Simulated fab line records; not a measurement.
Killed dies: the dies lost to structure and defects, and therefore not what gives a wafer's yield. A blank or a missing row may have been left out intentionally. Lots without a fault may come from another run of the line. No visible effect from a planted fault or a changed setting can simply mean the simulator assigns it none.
fab line records / flow n5Finfet
record lots=4 wafers=12 lastDay=18
route steps=1938 shown BEOL_M4@1099 BEOL_M5@1112 PASSIVATION@1936
lots untouched by any fault: they come from a run of this same line in which no faults occurred
startH: start of the lot's first displayed wafer, in hours after the record's first day / waitH: time in hours since the lot's previous step / " as in the row above / L1.1+2: one row covering several wafers at once / - no value, or no start was given / * or withheld: withheld / < > ~ a bound
route shown NAME@n: a module of which the file shows steps, and the number in the route of the first / usual: average and standard deviation across the fault-free wafers / same: alike in all rows / chamber/n: place in a boat / sites: per-site readings / _std_site: their standard deviation / _edge_site: outer sites' mean less inner sites' / radiusMm: for every site, how far away it sits from the centre of the wafer / mask NAME#n: copy n / behind: tool/chamber where the wafer was last shaped / hold: why the lot went on hold/how many hours it stayed there/how the hold came to an end / device: the transistor (n, p or np) that didn't switch / end of line: at the end of the route, the tests of the same wafers / where a step has no rows: the recipe by itself / killed: the dies lost at the first sort to structure and to defects; this is not the yield of the wafer / map: a wafer's dies, marking killed ones x, the rest . and places with no die _
set.NAME: setting as actually run; set.NAME@STEP: the setting as run at that earlier step / model.NAME: the simulator's own value behind a step, which no gauge read
certain route steps with their lots: each step a table, each wafer a row
services: from which hour (startH, from the record's first day; less than 0 if before it) a tool's chamber was out of use, for how many hours, and why
## steps
# step N5_BEOL_M4_ANNEAL_95
# recipe tempC=400 timeS=240 ambient=vacuum
# step N5_BEOL_M4_SPUTTER_96
# recipe material=Cu targetThkA=45 tempC=-20 chamberPressurePa=0.07 powerW=withheld timeS=8.29
# step N5_BEOL_M4_ECD_50
# recipe material=Cu targetThkA=3000
# step N5_BEOL_M4_ANNEAL_51
# recipe tempC=225 timeS=90 ambient=N2
# step N5_BEOL_M4_CMP_52
# recipe stopOn=SiOC tOverpolishS=6.8 downForcePsi=1 platenRpm=50 clearingPlatenDownForcePsi=1.5 clearingPlatenRpm=50 postCmpClean=cuAlkaline targetThkNm=40 clearingPlatenPadVelocityMS=0.99484 padVelocityMS=0.99484
# step N5_BEOL_M4_PRE_CLEAN_60
# recipe gas=NH3/H2 timeS=15 tempC=* rfPowerW=300
# step N5_BEOL_M4_CO_CAP_55
# recipe material=Co targetThkA=20 tempC=200 precursor=CCTBA/H2 pressureTorr=30 timeS=102.1
# step N5_BEOL_M4_PRE_CLEAN_56
# recipe gas=NH3 timeS=15 tempC=withheld rfPowerW=300
# step N5_BEOL_M4_DEP_57
# recipe material=SiCN targetThkA=80 tempC=withheld precursor=3MS/NH3 pressureTorr=3 rfW=202 timeS=14
# step N5_BEOL_M4_RC_MEAS_101
# usual DIBL_N=35.9/1.4 DIBL_P=35.9/1.7 IOFF_N=0.155/0.023 IOFF_P=0.201/0.029 ION_N=672/8.8 ION_P=460/7 SS_N=71.6/0.48 SS_P=73.1/0.64 VT_N=250.0/3 VT_P=-251.6/3
lot.wafer=L429.2 tool=prober-02 chamber=0 startH=194.47 waitH=0.2 DIBL_N[mV/V]=37.3 DIBL_P[mV/V]=36.8 IOFF_N[nA/um]=0.160 IOFF_P[nA/um]=0.201 ION_N[uA/um]=665 ION_P[uA/um]=460 SS_N[mV/dec]=71.9 SS_P[mV/dec]=73.2 VT_N[mV]=251.1 VT_P[mV]=-252.7
lot.wafer=L429.4 tool=prober-02 chamber=0 startH=194.47 waitH=0.2 DIBL_N[mV/V]=35.7 DIBL_P[mV/V]=34.2 IOFF_N[nA/um]=0.129 IOFF_P[nA/um]=0.169 ION_N[uA/um]=670 ION_P[uA/um]=452 SS_N[mV/dec]=70.9 SS_P[mV/dec]=72.5 VT_N[mV]=255.2 VT_P[mV]=-253.7
lot.wafer=L429.5 tool=prober-02 chamber=0 startH=194.47 waitH=0.2 DIBL_N[mV/V]=34.6 DIBL_P[mV/V]=33.3 IOFF_N[nA/um]=0.116 IOFF_P[nA/um]=0.159 ION_N[uA/um]=660 ION_P[uA/um]=453 SS_N[mV/dec]=71.2 SS_P[mV/dec]=72.6 VT_N[mV]=257.5 VT_P[mV]=-254.8
lot.wafer=L436.1 tool=prober-01 chamber=0 startH=243.82 waitH=0.0 DIBL_N[mV/V]=35.9 DIBL_P[mV/V]=35.8 IOFF_N[nA/um]=0.146 IOFF_P[nA/um]=0.187 ION_N[uA/um]=671 ION_P[uA/um]=458 SS_N[mV/dec]=71.1 SS_P[mV/dec]=72.8 VT_N[mV]=252.1 VT_P[mV]=-251.9
lot.wafer=L436.3 tool=prober-01 chamber=0 startH=243.82 waitH=0.0 DIBL_N[mV/V]=36.0 DIBL_P[mV/V]=36.4 IOFF_N[nA/um]=0.143 IOFF_P[nA/um]=0.201 ION_N[uA/um]=663 ION_P[uA/um]=455 SS_N[mV/dec]=71.4 SS_P[mV/dec]=73.1 VT_N[mV]=251.7 VT_P[mV]=-249.7
lot.wafer=L436.6 tool=prober-01 chamber=0 startH=243.82 waitH=0.0 DIBL_N[mV/V]=36.2 DIBL_P[mV/V]=36.6 IOFF_N[nA/um]=0.152 IOFF_P[nA/um]=0.203 ION_N[uA/um]=666 ION_P[uA/um]=455 SS_N[mV/dec]=71.4 SS_P[mV/dec]=72.5 VT_N[mV]=253.6 VT_P[mV]=-251.7
lot.wafer=L438.4 tool=prober-02 chamber=0 startH=245.94 waitH=0.5 DIBL_N[mV/V]=36.8 DIBL_P[mV/V]=35.7 IOFF_N[nA/um]=0.147 IOFF_P[nA/um]=0.197 ION_N[uA/um]=664 ION_P[uA/um]=453 SS_N[mV/dec]=71.8 SS_P[mV/dec]=73.1 VT_N[mV]=249.5 VT_P[mV]=-252.6
lot.wafer=L438.5 tool=prober-02 chamber=0 startH=245.94 waitH=0.5 DIBL_N[mV/V]=36.0 DIBL_P[mV/V]=34.5 IOFF_N[nA/um]=0.139 IOFF_P[nA/um]=0.184 ION_N[uA/um]=669 ION_P[uA/um]=463 SS_N[mV/dec]=71.3 SS_P[mV/dec]=72.6 VT_N[mV]=252.9 VT_P[mV]=-253.6
lot.wafer=L438.6 tool=prober-02 chamber=0 startH=245.94 waitH=0.5 DIBL_N[mV/V]=38.1 DIBL_P[mV/V]=36.3 IOFF_N[nA/um]=0.165 IOFF_P[nA/um]=0.204 ION_N[uA/um]=677 ION_P[uA/um]=457 SS_N[mV/dec]=71.8 SS_P[mV/dec]=72.6 VT_N[mV]=250.8 VT_P[mV]=-250.2
lot.wafer=L449.1 tool=prober-02 chamber=0 startH=311.49 waitH=0.0 DIBL_N[mV/V]=34.9 DIBL_P[mV/V]=34.0 IOFF_N[nA/um]=0.134 IOFF_P[nA/um]=0.199 ION_N[uA/um]=669 ION_P[uA/um]=469 SS_N[mV/dec]=71.5 SS_P[mV/dec]=72.6 VT_N[mV]=254.6 VT_P[mV]=-251.2
lot.wafer=L449.5 tool=prober-02 chamber=0 startH=311.49 waitH=0.0 DIBL_N[mV/V]=35.8 DIBL_P[mV/V]=34.6 IOFF_N[nA/um]=0.145 IOFF_P[nA/um]=0.206 ION_N[uA/um]=670 ION_P[uA/um]=463 SS_N[mV/dec]=72.1 SS_P[mV/dec]=73.7 VT_N[mV]=249.8 VT_P[mV]=-252.6
lot.wafer=L449.6 tool=prober-02 chamber=0 startH=311.49 waitH=0.0 DIBL_N[mV/V]=35.1 DIBL_P[mV/V]=34.6 IOFF_N[nA/um]=0.141 IOFF_P[nA/um]=0.203 ION_N[uA/um]=667 ION_P[uA/um]=459 SS_N[mV/dec]=71.2 SS_P[mV/dec]=72.7 VT_N[mV]=251.0 VT_P[mV]=-249.2
# step N5_BEOL_M5_ILD_DEP_00
# recipe material=SiCOH_lowk targetThkA=1406.4 tempC=300 precursor=DEMS/porogen pressureTorr=5 rfW=500 timeS=25.9
# step N5_BEOL_M5_CURE_79
# recipe tempC=385 timeS=240 ambient=He/Ar material=SiCOH_lowk
# step N5_BEOL_M5_PECVD_70
# recipe material=SiO2 targetThkA=160 tempC=400 precursor=TEOS/O2 pressureTorr=5.5 rfW=450 teosFlowSccm=53.8 gas=O2 flowSccm=3000 timeS=18
# step N5_BEOL_M5_HM_DEP_02
# recipe material=TiN targetThkA=200 tempC=25 chamberPressurePa=0.49996
# step N5_BEOL_M5_COAT_59
# recipe resist=SOC tempC=250 timeS=60 spinRpm=1500 resistThkNm=60
# step N5_BEOL_M5_COAT_60
# recipe resist=SiARC tempC=220 timeS=60 spinRpm=1500 resistThkNm=12
# step N5_BEOL_M5_COAT_71
# recipe resist=underlayer tempC=205 timeS=60 spinRpm=1500 resistThkNm=5
# step N5_BEOL_M5_COAT_05
# recipe resist=CAR-EUV spinRpm=1500 resistThkNm=30
# step N5_BEOL_M5_EBR_07
# recipe solvent=PGMEA ebrWidthMm=1.5
# step N5_BEOL_M5_SOFTBAKE_06
# recipe tempC=110 timeS=60 resist=CAR-EUV
# step N5_BEOL_M5_EXPOSE_08
# recipe maskId=M5 na=0.33 sourceShape=annular sigmaInner=0.4 sigmaOuter=0.8 polarization=unpolarized targetCdNm=28 doseMj=35.75
# step N5_BEOL_M5_PEB_09
# recipe pebTempC=100 pebTimeS=60 resist=CAR-EUV
# step N5_BEOL_M5_DEVELOP_10
# recipe developTimeS=30 developer=TMAH resist=CAR-EUV rinseLiquid=surfactantRinse dry=airSpin devTempC=23
# step N5_BEOL_M5_DESCUM_16
# recipe chemistry=O2 timeS=7 sourcePowerW=50 biasPowerW=20 pressureMtorr=20 rfFrequencyHz=2.712e+07 tempC=40 resist=CAR-EUV o2FlowSccm=225
# step N5_BEOL_M5_ETCH_72
# recipe chemistry=N2/H2 target=underlayer targetDepthA=65 maskMaterial=CAR-EUV timeS=5.2 ionEnergyEv=200 pressureMtorr=30 sourceW=840 biasW=150 n2FlowSccm=200 h2FlowSccm=200 ends=cleared
# step N5_BEOL_M5_ETCH_61
# recipe chemistry=CF4 target=SiARC targetDepthA=156 maskMaterial=CAR-EUV timeS=26 ionEnergyEv=80 pressureMtorr=40 sourceW=545 biasW=36 Ar_flow_sccm=100 cf4FlowSccm=100 ends=cleared
# step N5_BEOL_M5_ETCH_62
# recipe chemistry=N2/H2 target=SOC targetDepthA=750 overetchA=150 maskMaterial=SiARC tempC=40 timeS=112.5 ionEnergyEv=200 pressureMtorr=30 sourceW=840 biasW=150 n2FlowSccm=200 h2FlowSccm=200
# step N5_BEOL_M5_STRIP_63
# recipe chemistry=N2/H2 tempC=40 n2FlowSccm=200 h2FlowSccm=200 rfFrequencyHz=6e+07
# step N5_BEOL_M5_STRIP_73
# recipe chemistry=N2/H2 tempC=40 n2FlowSccm=200 h2FlowSccm=200 rfFrequencyHz=6e+07
# step N5_BEOL_M5_STRIP_64
# recipe chemistry=CF4 resist=SiARC powerW=300 biasPowerW=75 pressureMtorr=50 cf4FlowSccm=150 rfFrequencyHz=6e+07
# step N5_BEOL_M5_HM_OPEN_17
# recipe chemistry=Cl2/BCl3 targetDepthA=200 overetchA=60 target=TiN maskMaterial=SOC ionEnergyEv=150 pressureMtorr=10 icpW=1000 biasW=126 Cl2_flow_sccm=53.25 bcl3FlowSccm=21.75 Ar_flow_sccm=25
# step N5_BEOL_M5_STRIP_19
# recipe chemistry=O2 powerW=400 tempC=40 pressureMtorr=30 rfFrequencyHz=6e+07 biasPowerW=0 overashFraction=0.2 o2FlowSccm=225
# step N5_BEOL_M5_COAT_65
# recipe resist=SOC tempC=250 timeS=60 spinRpm=1500 resistThkNm=60
# step N5_BEOL_M5_COAT_66
# recipe resist=SiARC tempC=220 timeS=60 spinRpm=1500 resistThkNm=12
# step N5_BEOL_M5_ETCH_41
# recipe chemistry=CH3F/O2 target=SiCN targetDepthA=315 taperDeg=2 timeS=56.7 ionEnergyEv=120 maskMaterial=TiN pressureMtorr=30 sourceW=395 biasW=75 Ar_flow_sccm=150 CH3F_flow_sccm=30 O2_flow_sccm=20
# usual CH3F_flow_sccm=30.01/0.081 O2_flow_sccm=20.01/0.064 chamberPressureMTorr=29.999/0.026 drypumpMotorCurrentA=5.8/0.57 oesProductAu=0.79/0.097 rfVppV=297.7/1.7 showerheadPlenumPTorr=2.02/0.075 throttleValvePct=16.32/0.18
lot.wafer=L429.2 tool=rieDiel-04 chamber=0 startH=200.92 waitH=- CH3F_flow_sccm=29.95 O2_flow_sccm=20.00 chamberPressureMTorr=29.951 drypumpMotorCurrentA=5.3 oesProductAu=0.77 rfHoursCounterH=165 rfVppV=299.0 showerheadPlenumPTorr=2.08 throttleValvePct=16.51
lot.wafer=L429.4 tool=rieDiel-04 chamber=2 startH=200.92 waitH=- CH3F_flow_sccm=30.00 O2_flow_sccm=19.98 chamberPressureMTorr=30.036 drypumpMotorCurrentA=6.1 oesProductAu=0.69 rfHoursCounterH=- rfVppV=297.8 showerheadPlenumPTorr=1.97 throttleValvePct=16.52
lot.wafer=L429.5 tool=rieDiel-04 chamber=1 startH=200.92 waitH=- CH3F_flow_sccm=30.00 O2_flow_sccm=20.11 chamberPressureMTorr=30.004 drypumpMotorCurrentA=5.4 oesProductAu=0.93 rfHoursCounterH=- rfVppV=298.0 showerheadPlenumPTorr=2.05 throttleValvePct=16.24
lot.wafer=L436.1 tool=rieDiel-04 chamber=0 startH=248.13 waitH=- CH3F_flow_sccm=- O2_flow_sccm=- chamberPressureMTorr=- drypumpMotorCurrentA=- oesProductAu=- rfHoursCounterH=- rfVppV=- showerheadPlenumPTorr=- throttleValvePct=-
lot.wafer=L436.3 tool=rieDiel-04 chamber=3 startH=248.13 waitH=- CH3F_flow_sccm=- O2_flow_sccm=- chamberPressureMTorr=- drypumpMotorCurrentA=- oesProductAu=- rfHoursCounterH=- rfVppV=- showerheadPlenumPTorr=- throttleValvePct=-
lot.wafer=L436.6 tool=rieDiel-04 chamber=1 startH=248.13 waitH=- CH3F_flow_sccm=- O2_flow_sccm=- chamberPressureMTorr=- drypumpMotorCurrentA=- oesProductAu=- rfHoursCounterH=- rfVppV=- showerheadPlenumPTorr=- throttleValvePct=-
lot.wafer=L438.4 tool=rieDiel-04 chamber=0 startH=251.77 waitH=- CH3F_flow_sccm=- O2_flow_sccm=- chamberPressureMTorr=- drypumpMotorCurrentA=- oesProductAu=- rfHoursCounterH=- rfVppV=- showerheadPlenumPTorr=- throttleValvePct=-
lot.wafer=L438.5 tool=rieDiel-04 chamber=3 startH=251.77 waitH=- CH3F_flow_sccm=- O2_flow_sccm=- chamberPressureMTorr=- drypumpMotorCurrentA=- oesProductAu=- rfHoursCounterH=- rfVppV=- showerheadPlenumPTorr=- throttleValvePct=-
lot.wafer=L438.6 tool=rieDiel-04 chamber=1 startH=251.77 waitH=- CH3F_flow_sccm=- O2_flow_sccm=- chamberPressureMTorr=- drypumpMotorCurrentA=- oesProductAu=- rfHoursCounterH=- rfVppV=- showerheadPlenumPTorr=- throttleValvePct=-
lot.wafer=L449.1 tool=rieDiel-01 chamber=0 startH=315.82 waitH=- CH3F_flow_sccm=30.15 O2_flow_sccm=19.92 chamberPressureMTorr=29.988 drypumpMotorCurrentA=5.9 oesProductAu=0.87 rfHoursCounterH=65 rfVppV=299.8 showerheadPlenumPTorr=2.11 throttleValvePct=16.09
lot.wafer=L449.5 tool=rieDiel-01 chamber=1 startH=315.82 waitH=- CH3F_flow_sccm=29.93 O2_flow_sccm=19.93 chamberPressureMTorr=29.974 drypumpMotorCurrentA=4.7 oesProductAu=0.88 rfHoursCounterH=- rfVppV=297.3 showerheadPlenumPTorr=2.04 throttleValvePct=16.29
lot.wafer=L449.6 tool=rieDiel-01 chamber=0 startH=315.82 waitH=- CH3F_flow_sccm=29.97 O2_flow_sccm=19.96 chamberPressureMTorr=29.990 drypumpMotorCurrentA=5.9 oesProductAu=0.87 rfHoursCounterH=- rfVppV=298.4 showerheadPlenumPTorr=2.11 throttleValvePct=16.09
# step N5_PASSIVATION_PROBE_49
# usual defectLimitedYield=91.7/1.5 killed_at_M0_to_M3=30/8.6 killed_at_M4_up=12/4.5 killedAtContacts=13/5.8 killedAtFrontEnd=38/11 killedAtOther=4/3 killedDies=97/17 killedOnRim=13/3.6 killedOpen=63/12 killedShort=32/8.8 sort_bin_5_function=4.8/0.91 sort_bin_6_memory=3.1/0.68 sortNPass=1083/17 sortYieldPct=91.7/1.5
# same grossDies=1180 killedAtBackSide=0 sort_bin_4_leakage[%]=0 sort_bin_8_speed[%]=0
lot.wafer=L436.1 tool=prober-01 chamber=- startH=343.85 waitH=0.0 defectLimitedYield[%]=0 killed_at_M0_to_M3=42 killed_at_M4_up=1052 killedAtContacts=20 killedAtFrontEnd=65 killedAtOther=1 killedDies=1180 killedOnRim=152 killedOpen=69 killedShort=67 sort_bin_5_function[%]=95.5 sort_bin_6_memory[%]=4.1 sortNPass=0 sortYieldPct[%]=0
lot.wafer=L436.3 tool=prober-01 chamber=- startH=343.95 waitH=0.1 defectLimitedYield[%]=0 killed_at_M0_to_M3=50 killed_at_M4_up=1064 killedAtContacts=19 killedAtFrontEnd=46 killedAtOther=1 killedDies=1180 killedOnRim=152 killedOpen=82 killedShort=48 sort_bin_5_function[%]=95.0 sort_bin_6_memory[%]=4.7 sortNPass=0 sortYieldPct[%]=0
lot.wafer=L436.6 tool=prober-01 chamber=- startH=344.10 waitH=0.3 defectLimitedYield[%]=0 killed_at_M0_to_M3=40 killed_at_M4_up=1068 killedAtContacts=12 killedAtFrontEnd=54 killedAtOther=6 killedDies=1180 killedOnRim=152 killedOpen=78 killedShort=44 sort_bin_5_function[%]=95.2 sort_bin_6_memory[%]=4.2 sortNPass=0 sortYieldPct[%]=0
lot.wafer=L438.4 tool=prober-02 chamber=- startH=349.54 waitH=0.2 defectLimitedYield[%]=0 killed_at_M0_to_M3=45 killed_at_M4_up=1085 killedAtContacts=11 killedAtFrontEnd=36 killedAtOther=3 killedDies=1180 killedOnRim=152 killedOpen=75 killedShort=34 sort_bin_5_function[%]=96.3 sort_bin_6_memory[%]=3.3 sortNPass=0 sortYieldPct[%]=0
lot.wafer=L438.5 tool=prober-02 chamber=- startH=349.59 waitH=0.2 defectLimitedYield[%]=0 killed_at_M0_to_M3=28 killed_at_M4_up=1093 killedAtContacts=11 killedAtFrontEnd=46 killedAtOther=2 killedDies=1180 killedOnRim=152 killedOpen=52 killedShort=43 sort_bin_5_function[%]=97.1 sort_bin_6_memory[%]=2.4 sortNPass=0 sortYieldPct[%]=0
lot.wafer=L438.6 tool=prober-02 chamber=- startH=349.64 waitH=0.3 defectLimitedYield[%]=0 killed_at_M0_to_M3=39 killed_at_M4_up=1065 killedAtContacts=17 killedAtFrontEnd=54 killedAtOther=5 killedDies=1180 killedOnRim=152 killedOpen=82 killedShort=42 sort_bin_5_function[%]=94.9 sort_bin_6_memory[%]=4.6 sortNPass=0 sortYieldPct[%]=0
# killed by level:class
L436.1 BEOL_M5:areaEtch=1044 FIN_SAQP:geometricParticle:short=34 MOL_CONTACT_COAG:geometricParticle:open=16 FIN_SAQP:geometricParticle:open=14 BEOL_M0_SAQP:geometricParticle:short=13 BEOL_M0_SAQP:geometricParticle:open=8 BEOL_M2:geometricParticle:open=7 BEOL_M3:geometricParticle:open=7
L436.3 BEOL_M5:areaEtch=1049 MOL_CONTACT_COAG:geometricParticle:open=16 BEOL_M0_SAQP:geometricParticle:short=12 BEOL_M0_SAQP:geometricParticle:open=11 FIN_SAQP:geometricParticle:short=9 BEOL_M3:geometricParticle:open=8 BEOL_M2:geometricParticle:open=7 GATE_CUT:geometricParticle:short=6
L436.6 BEOL_M5:areaEtch=1058 FIN_SAQP:geometricParticle:short=22 BEOL_M0_SAQP:geometricParticle:open=12 BEOL_M0_SAQP:geometricParticle:short=9 MOL_CONTACT_COAG:geometricParticle:open=8 FIN_SAQP:geometricParticle:open=7 BEOL_M2:geometricParticle:open=7 BEOL_M3:geometricParticle:open=5
L438.4 BEOL_M5:areaEtch=1069 FIN_SAQP:geometricParticle:open=9 MOL_CONTACT_COAG:geometricParticle:open=9 BEOL_M2:geometricParticle:open=9 BEOL_M0_SAQP:geometricParticle:open=8 BEOL_M4:geometricParticle:open=8 BEOL_M1:geometricParticle:open=7 FIN_SAQP:geometricParticle:short=6
L438.5 BEOL_M5:areaEtch=1083 FIN_SAQP:geometricParticle:short=11 MOL_CONTACT_COAG:geometricParticle:open=10 GATE_CUT:geometricParticle:short=9 STI_FIN_REVEAL:geometricParticle:open=8 BEOL_M0_SAQP:geometricParticle:short=6 BEOL_M3:geometricParticle:open=6 GATE_CUT:geometricParticle:open=4
L438.6 BEOL_M5:areaEtch=1053 GATE_CUT:geometricParticle:short=18 BEOL_M2:geometricParticle:open=17 MOL_CONTACT_COAG:geometricParticle:open=14 GATE_CUT:geometricParticle:open=11 BEOL_M4:geometricParticle:open=8 FIN_SAQP:geometricParticle:open=7 BEOL_M0_SAQP:geometricParticle:short=5
# map L436.1 (x killed, . not)
_________________xxxxxxxxxxxx________________
______________xxxxxxxxxxxxxxxxxx_____________
___________xxxxxxxxxxxxxxxxxxxxxxxx__________
__________xxxxxxxxxxxxxxxxxxxxxxxxxx_________
________xxxxxxxxxxxxxxxxxxxxxxxxxxxxxx_______
_______xxxxxxxxxxxxxxxxxxxxxxxxxxxxxxxx______
______xxxxxxxxxxxxxxxxxxxxxxxxxxxxxxxxxx_____
_____xxxxxxxxxxxxxxxxxxxxxxxxxxxxxxxxxxxx____
____xxxxxxxxxxxxxxxxxxxxxxxxxxxxxxxxxxxxxx___
___xxxxxxxxxxxxxxxxxxxxxxxxxxxxxxxxxxxxxxxx__
___xxxxxxxxxxxxxxxxxxxxxxxxxxxxxxxxxxxxxxxx__
__xxxxxxxxxxxxxxxxxxxxxxxxxxxxxxxxxxxxxxxxxx_
__xxxxxxxxxxxxxxxxxxxxxxxxxxxxxxxxxxxxxxxxxx_
_xxxxxxxxxxxxxxxxxxxxxxxxxxxxxxxxxxxxxxxxxxxx
_xxxxxxxxxxxxxxxxxxxxxxxxxxxxxxxxxxxxxxxxxxxx
_xxxxxxxxxxxxxxxxxxxxxxxxxxxxxxxxxxxxxxxxxxxx
_xxxxxxxxxxxxxxxxxxxxxxxxxxxxxxxxxxxxxxxxxxxx
_xxxxxxxxxxxxxxxxxxxxxxxxxxxxxxxxxxxxxxxxxxxx
_xxxxxxxxxxxxxxxxxxxxxxxxxxxxxxxxxxxxxxxxxxxx
_xxxxxxxxxxxxxxxxxxxxxxxxxxxxxxxxxxxxxxxxxxxx
_xxxxxxxxxxxxxxxxxxxxxxxxxxxxxxxxxxxxxxxxxxxx
__xxxxxxxxxxxxxxxxxxxxxxxxxxxxxxxxxxxxxxxxxx_
__xxxxxxxxxxxxxxxxxxxxxxxxxxxxxxxxxxxxxxxxxx_
___xxxxxxxxxxxxxxxxxxxxxxxxxxxxxxxxxxxxxxxx__
___xxxxxxxxxxxxxxxxxxxxxxxxxxxxxxxxxxxxxxxx__
____xxxxxxxxxxxxxxxxxxxxxxxxxxxxxxxxxxxxxx___
_____xxxxxxxxxxxxxxxxxxxxxxxxxxxxxxxxxxxx____
______xxxxxxxxxxxxxxxxxxxxxxxxxxxxxxxxxx_____
_______xxxxxxxxxxxxxxxxxxxxxxxxxxxxxxxx______
________xxxxxxxxxxxxxxxxxxxxxxxxxxxxxx_______
__________xxxxxxxxxxxxxxxxxxxxxxxxxx_________
___________xxxxxxxxxxxxxxxxxxxxxxxx__________
______________xxxxxxxxxxxxxxxxxx_____________
_________________xxxxxxxxxxxx________________
# map L438.4 (x killed, . not)
_________________xxxxxxxxxxxx________________
______________xxxxxxxxxxxxxxxxxx_____________
___________xxxxxxxxxxxxxxxxxxxxxxxx__________
__________xxxxxxxxxxxxxxxxxxxxxxxxxx_________
________xxxxxxxxxxxxxxxxxxxxxxxxxxxxxx_______
_______xxxxxxxxxxxxxxxxxxxxxxxxxxxxxxxx______
______xxxxxxxxxxxxxxxxxxxxxxxxxxxxxxxxxx_____
_____xxxxxxxxxxxxxxxxxxxxxxxxxxxxxxxxxxxx____
____xxxxxxxxxxxxxxxxxxxxxxxxxxxxxxxxxxxxxx___
___xxxxxxxxxxxxxxxxxxxxxxxxxxxxxxxxxxxxxxxx__
___xxxxxxxxxxxxxxxxxxxxxxxxxxxxxxxxxxxxxxxx__
__xxxxxxxxxxxxxxxxxxxxxxxxxxxxxxxxxxxxxxxxxx_
__xxxxxxxxxxxxxxxxxxxxxxxxxxxxxxxxxxxxxxxxxx_
_xxxxxxxxxxxxxxxxxxxxxxxxxxxxxxxxxxxxxxxxxxxx
_xxxxxxxxxxxxxxxxxxxxxxxxxxxxxxxxxxxxxxxxxxxx
_xxxxxxxxxxxxxxxxxxxxxxxxxxxxxxxxxxxxxxxxxxxx
_xxxxxxxxxxxxxxxxxxxxxxxxxxxxxxxxxxxxxxxxxxxx
_xxxxxxxxxxxxxxxxxxxxxxxxxxxxxxxxxxxxxxxxxxxx
_xxxxxxxxxxxxxxxxxxxxxxxxxxxxxxxxxxxxxxxxxxxx
_xxxxxxxxxxxxxxxxxxxxxxxxxxxxxxxxxxxxxxxxxxxx
_xxxxxxxxxxxxxxxxxxxxxxxxxxxxxxxxxxxxxxxxxxxx
__xxxxxxxxxxxxxxxxxxxxxxxxxxxxxxxxxxxxxxxxxx_
__xxxxxxxxxxxxxxxxxxxxxxxxxxxxxxxxxxxxxxxxxx_
___xxxxxxxxxxxxxxxxxxxxxxxxxxxxxxxxxxxxxxxx__
___xxxxxxxxxxxxxxxxxxxxxxxxxxxxxxxxxxxxxxxx__
____xxxxxxxxxxxxxxxxxxxxxxxxxxxxxxxxxxxxxx___
_____xxxxxxxxxxxxxxxxxxxxxxxxxxxxxxxxxxxx____
______xxxxxxxxxxxxxxxxxxxxxxxxxxxxxxxxxx_____
_______xxxxxxxxxxxxxxxxxxxxxxxxxxxxxxxx______
________xxxxxxxxxxxxxxxxxxxxxxxxxxxxxx_______
__________xxxxxxxxxxxxxxxxxxxxxxxxxx_________
___________xxxxxxxxxxxxxxxxxxxxxxxx__________
______________xxxxxxxxxxxxxxxxxx_____________
_________________xxxxxxxxxxxx________________
## services
tool=rieDiel-01 chamber=2 startH=178.99 hours=- kind=clean
tool=rieDiel-01 chamber=2 startH=178.99 hours=- kind=consumableReplace:focusRing
tool=rieDiel-01 chamber=2 startH=178.99 hours=18.5 kind=scheduledDown
tool=rieDiel-01 chamber=2 startH=178.99 hours=18.5 kind=ventCycle
tool=rieDiel-04 chamber=3 startH=193.45 hours=8.9 kind=repair
tool=rieDiel-04 chamber=- startH=211.67 hours=2.8 kind=pm
tool=rieDiel-01 chamber=- startH=217.33 hours=9.7 kind=repair
tool=rieDiel-04 chamber=- startH=217.33 hours=2.1 kind=repair
tool=rieDiel-01 chamber=- startH=229.97 hours=2.8 kind=pm
tool=rieDiel-04 chamber=1 startH=239.23 hours=6.4 kind=repair
tool=rieDiel-04 chamber=2 startH=247.20 hours=- kind=clean
tool=rieDiel-04 chamber=2 startH=247.20 hours=- kind=consumableReplace:focusRing
tool=rieDiel-04 chamber=2 startH=247.20 hours=17.3 kind=scheduledDown
tool=rieDiel-04 chamber=2 startH=247.20 hours=17.3 kind=ventCycle
tool=rieDiel-01 chamber=3 startH=284.47 hours=7.4 kind=repair
tool=rieDiel-04 chamber=3 startH=295.36 hours=- kind=clean
tool=rieDiel-04 chamber=3 startH=295.36 hours=- kind=consumableReplace:focusRing
tool=rieDiel-04 chamber=3 startH=295.36 hours=- kind=consumableReplace:showerhead
tool=rieDiel-04 chamber=3 startH=295.36 hours=27.3 kind=scheduledDown
tool=rieDiel-04 chamber=3 startH=295.36 hours=27.3 kind=ventCycle
## key
firstSign step=N5_BEOL_M5_ETCH_41 reading=toolRecord direction=missing
effect step=N5_PASSIVATION_PROBE_49 reading=killed_at_M4_up direction=up sigmas=99+ usual=12 struck=1071
moreKillsBornAt N5_BEOL_M5_ETCH_41@rieDiel-04=6356
metAt N5_BEOL_M5_ETCH_41
struckWafers L436.1,L436.3,L436.6,L438.4,L438.5,L438.6
laterRowsLeftOut L436.1,L436.3,L436.6,L438.4,L438.5,L438.6
onsetBetween 200.92 248.13
fault kind=skippedStepWhole tool=rieDiel-04 chamber=- onsetH=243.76 steps=N5_BEOL_M5_ETCH_41 scope=struckLotsOnly
# laterRowsLeftOut: the simulator's readings of these wafers behind a module that went badly wrong aren't trusted and aren't shown, but for the sort
